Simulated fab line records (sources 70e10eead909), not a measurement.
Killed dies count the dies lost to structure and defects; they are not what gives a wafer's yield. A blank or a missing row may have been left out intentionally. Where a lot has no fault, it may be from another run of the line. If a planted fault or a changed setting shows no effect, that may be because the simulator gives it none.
A lot that was struck, set against a sound lot    flow nand harc    43 out of 1159 route steps
Sound: the wafers L860.1, L860.2, L860.4. The struck wafers were L869.3, L869.4, L869.5. The cause is named last.
At each step with rows: each side's tool, then ch and its chambers, then its first start. Under that, the readings that differ: sound wafers    struck wafers    difference of the means    sigmas: that difference in standard deviations of wafers without a fault.
alike: readings with means less than 2 such deviations apart, plus words and numbers identical on both sides. not compared: withheld readings, readings lacking a value on some wafer, bounds such as >300 that could conceal the same value, and numbers that have no deviation in the record and whose values overlap.
A row with sigmas, a row that says differs or no value, or rows on one side alone: a step with any of these is where the two part. Numbers that have no deviation but don't overlap get no sigmas and don't part them. A reading missing from all wafers of one side parts the sides only when that side holds two or more wafers.

first, 5 steps without rows for these wafers: NHARC_A_CONTACT_ETCH_131 (etches the open film in C4F8/O2/Ar, time 155 s, target depth 956 nm); NHARC_A_CONTACT_ETCH_132 (etches the open film in C4F8/O2/Ar, time 156 s, target depth 958 nm); NHARC_A_CONTACT_ETCH_133 (etches the open film in C4F8/O2/Ar, time 195 s, target depth 840 nm); NHARC_A_CONTACT_ETCH_91 (etches the open film in CH3F/O2, target depth 40 nm, time 85.7 s); NHARC_A_CONTACT_ETCH_97 (etches the open film in C4F6/O2, target depth 20 nm, time 10 s).
NHARC_A_CONTACT_CD_MEAS_80:
  sound on cd sem-02, day 17 22:26; struck on cd sem-02, day 19 13:50
  alike: cd nm
then, 6 steps without rows for these wafers: NHARC_A_CONTACT_STRIP_103 (strips in N2/H2); NHARC_A_CONTACT_STRIP_104 (strips in CF4/CHF3); NHARC_A_CONTACT_STRIP_105 (strips in O2/COS); NHARC_A_CONTACT_ETCH_106 (etches the open film in CF4/O2, target depth 60 nm, overetch 6 nm, time 33 s); NHARC_A_CONTACT_STRIP_82 (strips in O2); NHARC_A_CONTACT_STRIP_83 (strips in post etch residue remover, time 600 s).
NHARC_A_CONTACT_DEP_84: deposits aC, target thk 2000 nm.
  sound on acl dep-02 ch 0, day 17 23:43; struck on acl dep-02, day 19 16:03
  no value came back on the struck wafers for susceptor temp C (C), throttle valve pct (%); on the sound wafers susceptor temp C (C) reads 399.38 400.00 399.88
then, 11 steps without rows for these wafers: NHARC_A_CONTACT_DEP_85 (deposits SiON, target thk 50 nm); NHARC_A_CONTACT_DEHYDRATE_00 (time 120 s); NHARC_A_CONTACT_HMDS_01 (time 30 s); NHARC_A_CONTACT_COAT_86 (time 75 s); NHARC_A_CONTACT_COAT_87 (time 65 s); NHARC_A_CONTACT_COAT_02 (resist thk 90 nm); NHARC_A_CONTACT_SOFTBAKE_03 (time 55 s); NHARC_A_CONTACT_EBR_04; NHARC_A_CONTACT_EXPOSE_05 (exposes mask A CC); NHARC_A_CONTACT_PEB_06 (peb time 65 s); NHARC_A_CONTACT_DEVELOP_07 (develop time 35 s).
NHARC_A_CONTACT_CD_MEAS_08: the cd target is 100 nm.
  sound on cd sem-03 ch 0, day 18 01:36; struck on cd sem-03 ch 0, day 19 17:38
  alike: cd nm
NHARC_A_CONTACT_OVL_MEAS_09:
  sound on overlay-01, day 18 01:41; struck on overlay-01, day 19 17:43
reading            sound        struck          difference  sigmas
overlay x nm (nm)  0.6 1.6 0.8  -1.2 -1.4 -0.8  -2.1        -2
  alike: overlay y nm
NHARC_A_CONTACT_INSPECT_10:
  sound on defect inspect-01, day 18 01:44; struck on defect inspect-01, day 19 17:46
  alike: raw defect count
then, 5 steps without rows for these wafers: NHARC_A_CONTACT_DESCUM_13 (chemistry O2, time 3 s); NHARC_A_CONTACT_ETCH_88 (etches the open film in CF4, target depth 39 nm, time 65 s); NHARC_A_CONTACT_ETCH_89 (etches the open film in N2/H2, target depth 260 nm, time 475.3 s); NHARC_A_CONTACT_ETCH_30 (etches the open film in CF4/CHF3, target depth 60.5 nm, time 30.2 s); NHARC_A_CONTACT_ETCH_31 (etches the open film in O2/COS, target depth 2000 nm, time 520 s).
NHARC_A_CONTACT_ETCH_134: etches the open film in C4F8/O2/Ar, time 140 s, target depth 700 nm.
  sound on har cap etch-01 ch 0,1, day 18 02:47; struck on har cap etch-03 ch 0,1, day 19 19:08
  not compared: rf hours counter h
then, 1 step without rows for these wafers: NHARC_A_CONTACT_ETCH_135 (etches the open film in C4F8/O2/Ar, time 132 s, target depth 1287 nm).
NHARC_A_CONTACT_ETCH_136: etches the open film in C4F8/O2/Ar, time 132 s, target depth 1287 nm.
  sound on har cap etch-01 ch 0,1, day 18 03:07; struck on har cap etch-03 ch 0,1, day 19 19:26
  not compared: rf hours counter h
NHARC_A_CONTACT_ETCH_137: etches the open film in C4F8/O2/Ar, time 132 s, target depth 1287 nm.
  sound on har cap etch-01 ch 0,1, day 18 03:14; struck on har cap etch-03 ch 0,1, day 19 19:33
  not compared: rf hours counter h
then, 1 step without rows for these wafers: NHARC_A_CONTACT_ETCH_138 (etches the open film in C4F8/O2/Ar, time 132 s, target depth 1289 nm).
NHARC_A_CONTACT_ETCH_139: etches the open film in C4F8/O2/Ar, time 137 s, target depth 590 nm.
  sound on har cap etch-01 ch 0,1, day 18 03:29; struck on har cap etch-03 ch 0,1, day 19 19:50
  not compared: rf hours counter h
NHARC_A_CONTACT_ETCH_92: etches the open film in CH3F/O2, target depth 40 nm, time 85.7 s.
  sound on rie diel-08 ch 0,2,3, day 18 03:53; struck on rie diel-08 ch 0,3, day 19 20:10
  alike: bias w, drypump motor current A, mfc ar sccm, oes product au, rf vpp V, showerhead plenum p Torr, throttle valve pct
  not compared: rf hours counter h
then, 1 step without rows for these wafers: NHARC_A_CONTACT_ETCH_98 (etches the open film in C4F6/O2, target depth 20 nm, time 10 s).
NHARC_A_CONTACT_CD_MEAS_15:
  sound on cd sem-03, day 18 04:06; struck on cd sem-01, day 19 20:25
  alike: cd nm
then, 1 step without rows for these wafers: NHARC_A_CONTACT_STRIP_107 (strips in N2/H2).
NHARC_END_SORT_01:
  the record has rows for the sound wafers here (prober-02 ch 0, day 20 12:25) and none for the struck ones

== WHERE THEY PART ==
First at NHARC_A_CONTACT_DEP_84; last, within this record, at NHARC_END_SORT_01.

WHY: the cause the simulator had injected
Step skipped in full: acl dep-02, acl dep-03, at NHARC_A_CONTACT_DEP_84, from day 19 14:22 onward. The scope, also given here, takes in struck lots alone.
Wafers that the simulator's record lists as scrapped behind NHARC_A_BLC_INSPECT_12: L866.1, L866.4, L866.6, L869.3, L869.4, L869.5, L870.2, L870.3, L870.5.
